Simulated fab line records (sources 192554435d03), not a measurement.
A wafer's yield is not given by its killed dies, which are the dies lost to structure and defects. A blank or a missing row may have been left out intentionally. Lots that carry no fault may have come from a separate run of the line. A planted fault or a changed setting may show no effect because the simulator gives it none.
Which tool was responsible?    flow n5 finfet    Sampling: 24 lots, 72 wafers, 2 of 1938 route steps

## WHAT THE GAUGES READ, wafer by wafer
N5_BEOL_M9_OCD_MEAS_38.
lot   measured      on      trench depth nm (nm)
L074  day 10 22:17  ocd-02  152.3 154.0 151.6
L079  day 11 05:13  ocd-01  151.1 151.9 151.0
L077  day 11 05:24  ocd-02  152.1 154.0 150.6
L076  day 11 06:02  ocd-02  150.7 153.5 151.9
L075  day 11 07:38  ocd-01  149.5 149.1 148.8
L078  day 11 19:13  ocd-01  152.8 149.9 149.9
L080  day 12 07:07  ocd-01  151.6 151.7 152.0
L081  day 12 10:08  ocd-01  149.9 152.8 150.7
L082  day 13 07:45  ocd-02  149.5 150.0 151.0
L085  day 13 07:55  ocd-01  151.2 150.9 152.0
L084  day 14 18:31  ocd-02  151.7 154.3 150.3
L086  day 14 22:04  ocd-02  151.1 151.4 155.8
L089  day 15 07:35  ocd-02  151.8 152.9 151.5
L083  day 15 11:11  ocd-01  148.2 147.5 147.0
L088  day 15 14:12  ocd-02  151.2 151.8 151.7
L087  day 15 14:34  ocd-02  148.3 151.3 150.9
L090  day 15 20:14  ocd-02  153.3 154.2 153.3
L093  day 16 13:14  ocd-01  148.6 151.3 152.8
L092  day 16 18:25  ocd-01  151.8 149.9 151.2
L091  day 16 23:51  ocd-02  152.1 152.8 151.4
L094  day 17 00:07  ocd-02  150.8 150.9 150.5
L097  day 17 09:45  ocd-01  152.3 150.4 150.4
L095  day 17 11:14  ocd-01  149.3 148.3 148.5
L096  day 17 23:13  ocd-02  150.9 151.0 152.1

N5_BEOL_M10_CD_MEAS_28 targets a cd of 70 nm.
lot   measured      on         cd nm (nm)
L074  day 11 05:05  cd sem-03  70.1 68.9 69.1
L079  day 11 10:28  cd sem-01  70.5 70.7 71.0
L077  day 11 14:43  cd sem-03  68.8 69.7 68.8
L076  day 11 14:53  cd sem-01  71.4 71.9 71.0
L075  day 11 17:56  cd sem-01  68.5 69.3 68.7
L078  day 12 03:16  cd sem-02  69.4 69.9 69.5
L080  day 12 13:37  cd sem-01  69.4 69.8 69.6
L081  day 12 17:34  cd sem-01  69.6 69.9 71.0
L082  day 13 14:02  cd sem-03  69.7 69.7 69.1
L085  day 13 18:41  cd sem-03  70.4 70.9 70.6
L084  day 15 03:49  cd sem-01  70.4 70.9 69.4
L086  day 15 06:57  cd sem-02  69.5 68.5 70.0
L089  day 15 13:42  cd sem-02  70.7 70.6 70.1
L083  day 15 17:13  cd sem-01  71.0 70.1 70.7
L088  day 15 20:07  cd sem-01  70.0 69.1 69.7
L087  day 16 00:41  cd sem-03  70.2 69.9 70.0
L090  day 16 05:06  cd sem-03  70.2 70.5 71.4
L093  day 16 23:22  cd sem-03  70.0 70.3 70.3
L092  day 17 01:40  cd sem-01  72.0 71.4 72.2
L091  day 17 05:43  cd sem-03  70.2 70.3 71.0
L094  day 17 07:33  cd sem-03  69.6 70.1 69.1
L097  day 17 17:15  cd sem-03  70.8 70.5 70.5
L095  day 17 17:25  cd sem-03  69.6 69.6 70.1
L096  day 18 08:13  cd sem-02  70.2 70.9 70.6

## TOOL THAT RAN EACH LOT (tool first, then ch and the chambers of the sampled wafers, then the start)
Before these readings, the record contains no process step.

## AS READ BY THE TOOLS THEMSELVES (means over the sampled wafers that have a number; for cases with no such wafer, the mark the record gives instead)
The record holds no such reading with a usual standard deviation.

## THE ANSWER, worked out from the rows above alone
Rule: the lots themselves supply what counts as usual. The widest of any qualifying gaps counts: lots, ordered by their means at a reading, are off when they make up no more than a third of the lots, leave a main group of 4 or more, and stand apart from it by 3 or more times the standard deviation of that group's means. A main group is skipped when, at the precision printed for the reading in the tables above, its means are all equal. A lot without any number at a reading at which 4 lots or more have one is off too. All remaining lots with rows at the step are treated as sound. The gauges are gone through in route order, then the tools' own readings, and for those a lot's mean is taken as printed above. The first step at which some lot is off is used, and at that step the reading that is off furthest; a lot without a number counts as furthest.
No lot is off on any of the readings shown, so nothing can be concluded from this.

## WHAT HAD BEEN PUT IN BY THE SIMULATOR
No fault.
